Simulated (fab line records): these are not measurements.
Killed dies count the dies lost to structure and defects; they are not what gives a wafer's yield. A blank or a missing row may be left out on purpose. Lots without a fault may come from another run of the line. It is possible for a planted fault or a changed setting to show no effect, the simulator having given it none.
2 desks looking at one fault :: flow n5-finfet :: numbers are kept per desk, each desk with only its own; the story behind them comes last

TOOL OWNER'S DESK, litho-track-02
The tool's own readings at N5_BEOL_M2_COAT_61 (time 60 s, resist thk 60 nm): means of the sampled wafers that have a number, for each lot that ran on this tool. Any lot whose mean is over 4 standard deviations away from the usual mean is out of limits and marked OUT; that distance is given in the brackets.
Columns: A = spin-speed-rpm at N5_BEOL_M2_COAT_61, usual 1499.9 rpm
lot: L719
first seen here: day 7 19:16
A: 1499.3

lot: L720
first seen here: day 7 20:20
A: 1545.9 (+38) OUT

lot: L722
first seen here: day 8 14:40
A: 1545.0 (+38) OUT
This desk finds L720, L722 out of limits, L720 being first, at day 7 20:20 (spin-speed-rpm at N5_BEOL_M2_COAT_61). L719: within limits.

FROM THE METROLOGY DESK
Lot by lot, what the gauges showed, no matter which tool ran the lot: averages of those sampled wafers that carry a number. Any lot whose mean is over 4 standard deviations away from the usual mean is out of limits and marked OUT; that distance is given in the brackets. 7 of its 10 readings are shown, namely those furthest out on some lot.
Columns: A = DIBL_P at N5_BEOL_M4_RC_MEAS_101, usual 36.3 mV/V; B = IOFF_N at N5_BEOL_M4_RC_MEAS_101, usual 0.16 nA/um; C = ION_P at N5_BEOL_M4_RC_MEAS_101, usual 461 uA/um; D = SS_N at N5_BEOL_M4_RC_MEAS_101, usual 71.4 mV/dec; E = SS_P at N5_BEOL_M4_RC_MEAS_101, usual 73.2 mV/dec; F = VT_N at N5_BEOL_M4_RC_MEAS_101, usual 250 mV; G = VT_P at N5_BEOL_M4_RC_MEAS_101, usual -250.9 mV
lot: L720
first seen here: day 9 23:02
A: 37.1
B: 0.15
C: 463
D: 71.7
E: 73.9
F: 251
G: -251.5

lot: L719
first seen here: day 10 02:10
A: 36.9
B: 0.14
C: 464
D: 71.3
E: 73.6
F: 251
G: -252.9

lot: L722
first seen here: day 10 04:49
A: 38.4
B: 0.17
C: 454
D: 71.3
E: 73.5
F: 247
G: -252.9

lot: L727
first seen here: day 11 10:16
A: 35.3
B: 0.14
C: 462
D: 71.4
E: 72.5
F: 251
G: -247.5
This desk's finding: nothing out of limits on any of the 4 lots.

TAKEN TOGETHER
An alarm could have come from the tool owner's desk at day 7 20:20, on L720, L722.
The metrology desk saw nothing out of limits.
The metrology desk holds a record of L720, L722, inside its limits.
The lots listed all ran N5_BEOL_M2_COAT_61 on litho-track-02.

WHAT THE SIMULATOR HAD INSERTED
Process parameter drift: litho-track-02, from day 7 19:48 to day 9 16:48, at N5_BEOL_M2_COAT_61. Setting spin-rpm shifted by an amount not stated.
Shown lots that were struck: L720, L722.
How many hours passed from the start of the fault until each desk's first out-of-limits reading: the tool owner's desk, 1.
